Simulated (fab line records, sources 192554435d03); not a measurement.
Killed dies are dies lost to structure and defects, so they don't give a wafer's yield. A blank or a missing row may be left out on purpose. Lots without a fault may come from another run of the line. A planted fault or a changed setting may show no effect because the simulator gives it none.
Which tool did it? | flow n5_finfet | 8 lots, 24 wafers sampled, at 9 steps of a route of 1938

WHAT THE GAUGES READ, wafer by wafer
N5_PMOS_HMC_CHANNEL_EPI_CD_MEAS_09: target cd 237.4 nm.
lot  | measured    | on        | cd_nm (nm)
L931 | day 2 17:30 | cd_sem-02 | 238.5 238.3 239.1
L932 | day 2 23:29 | cd_sem-01 | 237.7 237.4 239.4
L933 | day 3 07:30 | cd_sem-02 | 237.0 238.2 236.6
L940 | day 5 00:41 | cd_sem-01 | 235.2 236.3 236.4
L941 | day 5 06:39 | cd_sem-02 | 236.2 236.8 238.2
L943 | day 5 19:06 | cd_sem-03 | 235.4 237.5 236.8
L945 | day 6 06:11 | cd_sem-02 | 234.9 236.4 235.6
L949 | day 7 06:11 | cd_sem-02 | 239.2 238.8 239.4

N5_PMOS_HMC_CHANNEL_EPI_INSPECT_30: inspects for defects (darkfield).
lot  | measured    | on                | raw_defect_count
L931 | day 2 20:25 | defect_inspect-02 | 25 19 15
L932 | day 3 02:27 | defect_inspect-02 | 20 16 26
L933 | day 3 10:47 | defect_inspect-02 | 18 20 19
L940 | day 5 04:45 | defect_inspect-02 | 823 756 858
L941 | day 5 10:35 | defect_inspect-01 | 706 804 794
L943 | day 5 22:37 | defect_inspect-02 | 17 16 12
L945 | day 6 09:00 | defect_inspect-01 | 28 23 26
L949 | day 7 09:38 | defect_inspect-02 | 12 32 27

N5_FIN_SAQP_INSPECT_18: inspects for defects (brightfield).
lot  | measured    | on                | raw_defect_count
L931 | day 2 23:12 | defect_inspect-02 | 344 449 325
L932 | day 3 03:57 | defect_inspect-02 | 454 505 482
L933 | day 3 15:50 | defect_inspect-02 | 434 473 403
L940 | day 5 06:05 | defect_inspect-01 | 1123 942 1163
L941 | day 5 12:00 | defect_inspect-01 | 926 1078 991
L943 | day 5 23:58 | defect_inspect-02 | 396 446 530
L945 | day 6 10:28 | defect_inspect-01 | 275 414 370
L949 | day 7 10:53 | defect_inspect-01 | 349 352 317

N5_FIN_SAQP_INSPECT_40: inspects for defects (brightfield).
lot  | measured    | on                | raw_defect_count
L931 | day 3 03:49 | defect_inspect-02 | 186 244 188
L932 | day 3 09:25 | defect_inspect-02 | 234 217 216
L933 | day 3 20:06 | defect_inspect-02 | 162 140 150
L940 | day 5 10:22 | defect_inspect-02 | 1118 916 1152
L941 | day 5 16:20 | defect_inspect-02 | 816 893 917
L943 | day 6 05:04 | defect_inspect-02 | 274 299 228
L945 | day 6 14:56 | defect_inspect-02 | 195 242 265
L949 | day 7 17:21 | defect_inspect-02 | 131 169 290

N5_FIN_CUT_INSPECT_10: inspects for defects (brightfield).
lot  | measured    | on                | raw_defect_count
L931 | day 3 04:12 | defect_inspect-02 | 31 50 39
L932 | day 3 09:56 | defect_inspect-02 | 52 36 61
L933 | day 3 20:37 | defect_inspect-02 | 31 24 32
L940 | day 5 10:53 | defect_inspect-02 | 836 767 894
L941 | day 5 16:51 | defect_inspect-01 | 724 798 806
L943 | day 6 05:35 | defect_inspect-02 | 37 56 56
L945 | day 6 15:28 | defect_inspect-01 | 47 39 40
L949 | day 7 17:46 | defect_inspect-01 | 28 38 42

N5_BEOL_M4_RC_MEAS_101.
lot  | measured     | on        | DIBL_N (mV/V)  | DIBL_P (mV/V)  | IOFF_N (nA/um)    | IOFF_P (nA/um)    | ION_N (uA/um) | ION_P (uA/um) | SS_N (mV/dec)  | SS_P (mV/dec)  | VT_N (mV)         | VT_P (mV)
L931 | day 9 15:33  | prober-02 | 35.6 34.9 33.4 | 36.2 35.3 33.9 | 0.157 0.144 0.128 | 0.204 0.190 0.175 | 668 678 662   | 458 466 460   | 71.2 70.7 71.4 | 73.5 73.0 72.2 | 250.6 251.0 250.9 | -252 -250 -254
L932 | day 9 20:05  | prober-02 | 36.4 36.0 35.3 | 37.0 36.6 35.7 | 0.143 0.149 0.133 | 0.221 0.216 0.206 | 673 683 667   | 474 469 469   | 71.0 70.9 70.8 | 73.9 72.8 72.8 | 252.4 248.6 250.6 | -248 -252 -251
L933 | day 9 23:47  | prober-01 | 38.0 37.6 38.1 | 38.7 38.7 38.3 | 0.172 0.176 0.159 | 0.209 0.210 0.192 | 681 683 679   | 461 456 459   | 71.2 71.5 71.7 | 73.9 74.3 73.7 | 251.7 246.0 251.9 | -252 -253 -253
L940 | day 11 22:25 | prober-01 | 37.1 35.1 37.8 | 38.9 35.9 38.4 | 0.179 0.148 0.194 | 0.216 0.180 0.211 | 680 679 690   | 464 460 462   | 71.5 71.3 71.9 | 74.3 73.1 73.8 | 247.0 249.2 246.3 | -249 -254 -252
L941 | day 11 22:29 | prober-02 | 37.6 37.8 37.4 | 37.1 37.5 38.6 | 0.191 0.195 0.199 | 0.259 0.257 0.282 | 674 674 681   | 469 465 483   | 71.7 70.7 71.6 | 73.2 73.8 73.4 | 246.3 244.4 243.6 | -245 -245 -244
L943 | day 12 14:04 | prober-02 | 35.7 37.8 38.2 | 37.0 38.9 39.6 | 0.149 0.185 0.199 | 0.207 0.232 0.245 | 682 696 685   | 465 469 464   | 71.2 72.4 72.2 | 73.2 73.8 73.9 | 250.4 248.4 245.7 | -249 -251 -247
L945 | day 13 00:31 | prober-01 | 34.1 37.0 34.3 | 34.9 38.8 35.9 | 0.142 0.183 0.139 | 0.167 0.216 0.183 | 681 687 666   | 456 460 457   | 71.6 72.4 71.3 | 73.3 74.0 73.6 | 250.8 250.0 252.7 | -255 -251 -254
L949 | day 13 07:43 | prober-02 | 35.4 34.4 36.7 | 33.3 33.6 35.4 | 0.125 0.127 0.148 | 0.197 0.199 0.233 | 661 671 662   | 459 469 463   | 71.2 70.7 71.7 | 73.2 73.0 73.4 | 252.5 251.0 249.6 | -250 -249 -249

WHICH TOOL RAN EACH LOT (tool, then ch and the chambers of the sampled wafers, then the start)
lot  | N5_PMOS_HMC_CHANNEL_EPI_ETCH_38 | N5_PMOS_HMC_CHANNEL_EPI_EPI_26 | N5_FIN_SAQP_HM_DEP_03
L931 | rie_si-05 ch 0,1,3, day 2 18:01 | epi_rpcvd-01 ch 0, day 2 20:09 | pecvd-03 ch 0,1, day 2 22:20
L932 | rie_si-03 ch 0,3, day 3 00:04   | epi_rpcvd-02 ch 0, day 3 01:59 | pecvd-03 ch 1,2, day 3 03:07
L933 | rie_si-02 ch 0,2,3, day 3 08:05 | epi_rpcvd-02 ch 0, day 3 10:25 | pecvd-02 ch 0,2, day 3 15:07
L940 | rie_si-02 ch 2,3, day 5 02:26   | epi_rpcvd-02 ch 0, day 5 04:31 | pecvd-02 ch 0,1,2, day 5 05:23
L941 | rie_si-05 ch 1,3, day 5 08:09   | epi_rpcvd-02 ch 0, day 5 10:06 | pecvd-02 ch 0,1, day 5 11:10
L943 | rie_si-03 ch 0,2,3, day 5 19:51 | epi_rpcvd-01 ch 0, day 5 22:18 | pecvd-03 ch 0,2, day 5 23:15
L945 | rie_si-05 ch 0,2,3, day 6 06:42 | epi_rpcvd-01 ch 0, day 6 08:38 | pecvd-02 ch 0,1,2, day 6 09:45
L949 | rie_si-03 ch 1,2,3, day 7 06:46 | epi_rpcvd-01 ch 0, day 7 09:16 | pecvd-03 ch 0,1, day 7 10:10
- N5_PMOS_HMC_CHANNEL_EPI_ETCH_38: etches SiO2 in CF4, target depth 1.5 nm.
- N5_PMOS_HMC_CHANNEL_EPI_EPI_26: deposits Si from SiH4/H2, target thk 3.8 nm, time 22.7 s.
- N5_FIN_SAQP_HM_DEP_03: deposits SiNx from SiH4/NH3/N2, target thk 38 nm, time 33.6 s.

WHAT THE TOOLS THEMSELVES READ (means of the sampled wafers that have a number; where no wafer has one, the mark that the record gives instead)
N5_PMOS_HMC_CHANNEL_EPI_ETCH_38.
lot  | tool      | cf4_flow_sccm (sccm) | drypump_motor_current_A (A) | oes_product_au (a.u.) | throttle_valve_pct (%)
L931 | rie_si-05 | 79.83                | 5.7                         | 0.999                 | 21.83
L932 | rie_si-03 | 79.80                | 5.7                         | 0.997                 | 21.92
L933 | rie_si-02 | 80.00                | 5.8                         | 0.986                 | 21.63
L940 | rie_si-02 | 80.07                | 5.6                         | 0.964                 | 21.56
L941 | rie_si-05 | 80.09                | 5.4                         | 1.007                 | 21.88
L943 | rie_si-03 | 80.32                | 6.1                         | 1.005                 | 21.91
L945 | rie_si-05 | 80.29                | 6.0                         | 1.022                 | 21.71
L949 | rie_si-03 | 79.91                | 5.9                         | 1.006                 | 21.81

N5_PMOS_HMC_CHANNEL_EPI_EPI_26.
lot  | tool         | chamber_pressure_Torr (Torr) | susceptor_temp_C (C) | susceptor_temp_C_max | throttle_valve_pct (%)
L931 | epi_rpcvd-01 | 20.02                        | 649.7                | 652.2                | 11.1
L932 | epi_rpcvd-02 | 19.99                        | 650.0                | 651.4                | 12.5
L933 | epi_rpcvd-02 | 20.00                        | 650.1                | 651.4                | 12.4
L940 | epi_rpcvd-02 | 19.95                        | 649.9                | 651.2                | 12.5
L941 | epi_rpcvd-02 | 20.00                        | 650.1                | 651.3                | 12.4
L943 | epi_rpcvd-01 | 19.96                        | 649.9                | 652.5                | 11.0
L945 | epi_rpcvd-01 | 19.96                        | 649.9                | 653.0                | 11.1
L949 | epi_rpcvd-01 | 20.03                        | 650.3                | 652.8                | 11.3

N5_FIN_SAQP_HM_DEP_03.
lot  | tool     | chamber_pressure_Torr (Torr) | heater_power_w (W) | showerhead_plenum_p_Torr (Torr) | susceptor_temp_C (C) | throttle_valve_pct (%)
L931 | pecvd-03 | 1.502                        | 789                | 5.19                            | 399.81               | 39.3
L932 | pecvd-03 | 1.501                        | 751                | 5.09                            | 399.75               | 39.0
L933 | pecvd-02 | 1.500                        | 757                | 5.20                            | 400.23               | 37.6
L940 | pecvd-02 | 1.502                        | 882                | 5.13                            | 399.99               | 39.7
L941 | pecvd-02 | 1.500                        | 762                | 5.06                            | 400.07               | 41.5
L943 | pecvd-03 | 1.500                        | 720                | 5.15                            | 399.89               | 38.4
L945 | pecvd-02 | 1.500                        | 757                | 5.14                            | 400.06               | 39.8
L949 | pecvd-03 | 1.495                        | 736                | 5.13                            | 399.98               | 39.7

THE ANSWER, worked out from the rows above alone
Rule: what is usual is taken from the lots themselves. Put in order of their means at a reading, lots are off if they are a third of the lots or fewer, leave a main group of 4 or more, and stand apart from it by a gap of 3 or more times the standard deviation of the main group's means; of several such gaps the widest counts. A main group whose means are all the same, to the digits that the tables above print for the reading, isn't used. A lot without any number at a reading at which 4 lots or more have one is off too. The other lots that the step has rows for count as sound. The gauges are gone through in route order, then the tools' own readings, and for those a lot's mean is taken as printed above. The first step at which some lot is off is used, and at that step the reading that is off furthest; a lot without a number counts as furthest.
Off: L940, L941, at N5_PMOS_HMC_CHANNEL_EPI_INSPECT_30 (raw_defect_count). The main group: mean 21, standard deviation 3.4.
A tool fits if, at a process step before that reading, it ran every lot that is off, and no sound lot after the first of them. The gauges at N5_PMOS_HMC_CHANNEL_EPI_INSPECT_30 are tried like those tools. One fits: epi_rpcvd-02 at N5_PMOS_HMC_CHANNEL_EPI_EPI_26. Its last sound lot is L933 (day 3 10:25), its first lot that is off L940 (day 5 04:31): a fault that began between those two fits.

WHAT THE SIMULATOR HAD PUT IN
Chamber particle source: epi_rpcvd-02, from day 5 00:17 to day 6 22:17, at N5_PMOS_HMC_CHANNEL_EPI_EPI_26. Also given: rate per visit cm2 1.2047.
Lots struck among those shown: L940, L941. The rule above found the same.
